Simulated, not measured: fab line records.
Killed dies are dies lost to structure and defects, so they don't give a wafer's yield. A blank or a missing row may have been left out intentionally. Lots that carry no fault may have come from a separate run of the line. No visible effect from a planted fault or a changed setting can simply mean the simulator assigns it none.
Lot-split experiment ; flow n5-finfet ; 21 wafers read across 7 lots, on a route 1938 steps long

ON THE SPLIT
At N5_BEOL_M6_ETCH_66 (etches SOC in N2/H2, target depth 80 nm, overetch 16 nm, time 120 s), the setting bias-w was moved away from the recipe's 150 W on 4 of the 21 wafers read, by -11.2% to +12.0%. This setting was run at the recipe's value on the other wafers.

The reading comes from the split's own step.

THE READING
rf-vpp-V, in V, at N5_BEOL_M6_ETCH_66 (etches SOC in N2/H2, target depth 80 nm, overetch 16 nm, time 120 s). Typical for fault-free wafers on this fab line: 524.1 V, with standard deviation 2.5 V.

wafer;tool, chamber at the split;bias-w as run, W;against the recipe;rf-vpp-V, V;against lot-mates on the recipe
L076.2;rie-diel-03, 1;150;recipe;523.8;-
L076.4;rie-diel-03, 1;150;recipe;525.5;-
L076.6;rie-diel-03, 0;150;recipe;524.6;-
L082.1;rie-diel-04, 2;150;recipe;520.2;-
L082.2;rie-diel-04, 0;150;recipe;524.2;-
L082.4;rie-diel-04, 1;162.4;+8.3%;552.6;+30.4
L085.2;rie-diel-03, 1;168;+12.0%;562.8;+37.6
L085.3;rie-diel-03, 0;150;recipe;525.2;-
L085.5;rie-diel-03, 2;168;+12.0%;569.1;+43.9
L090.1;rie-diel-03, 1;150;recipe;524.0;-
L090.2;rie-diel-03, 0;150;recipe;526.0;-
L090.6;rie-diel-03, 0;133.2;-11.2%;487.8;-37.2
L091.1;rie-diel-04, 3;150;recipe;525.2;-
L091.4;rie-diel-04, 0;150;recipe;525.4;-
L091.5;rie-diel-04, 0;150;recipe;526.0;-
L096.3;rie-diel-05, 1;150;recipe;528.7;-
L096.5;rie-diel-05, 0;150;recipe;526.6;-
L096.6;rie-diel-05, 3;150;recipe;522.4;-
L095.4;rie-diel-04, 0;150;recipe;524.1;-
L095.5;rie-diel-04, 0;150;recipe;526.0;-
L095.6;rie-diel-04, 1;150;recipe;523.6;-

FIT RESULTS
A straight line over all 21 wafers: rf-vpp-V changes by +3.38 V for each +1% of bias-w; r = +0.99; the points scatter about the line by 2 V.
The same after taking each lot's own level away (the mean of its wafers on the recipe; 21 wafers): +3.41 V for each +1%; r = +0.99; scatter 1.8 V.
Per that fit: largest bias-w move, reading shift of 41 V.
The lots' own levels span 522.20 to 525.90 V, that is 1.5 times the standard deviation above.
Consequently the slope shifts little with the lot-to-lot level, the two slopes agreeing.
Check: +42.6 V against its lot-mates is what the line predicts for one of the wafers moved furthest among these (+12.0%) when that wafer is left out of the fit. It came out at +37.6 V against them.
Tool readings at the split's step, against how far the setting was moved: rf-vpp-V r = +0.99.

ADDITIONAL SPLITS CARRIED BY THESE WAFERS
Other splits were also applied to these wafers ahead of the reading. Each is held against what the fit with the lots' levels taken away leaves over:
other split on the same wafers;wafers away from the commonest value;r with rf-vpp-V (lot level and that fit taken away)
N5_BEOL_M5_EXPOSE_08 dose-mj;6;+0.34
N5_BEOL_M5_TRENCH_ETCH_37 source-w;10;+0.19
N5_BEOL_M5_ETCH_41 source-w;6;+0.10

THE WHOLE CHAIN: every reading that the file lists as answering this split, in the file's order
step;what it does;reading;change (the file's fit);r (the file's)
N5_BEOL_M6_ETCH_66;etches SOC in N2/H2, target depth 80 nm, overetch 16 nm, time 120 s;rf-vpp-V;+3.42 V for each +1% of the setting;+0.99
N5_BEOL_M6_ETCH_66;etches SOC in N2/H2, target depth 80 nm, overetch 16 nm, time 120 s;SiARC_of_BEOL_M6_COAT_64.thk-nm (the simulator's own value, which no gauge read);-0.0732 nm for each +1% of the setting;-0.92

THE FILE'S OWN FIT
rf-vpp-V changes by +3.42 V for each +1% of bias-w, r = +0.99.
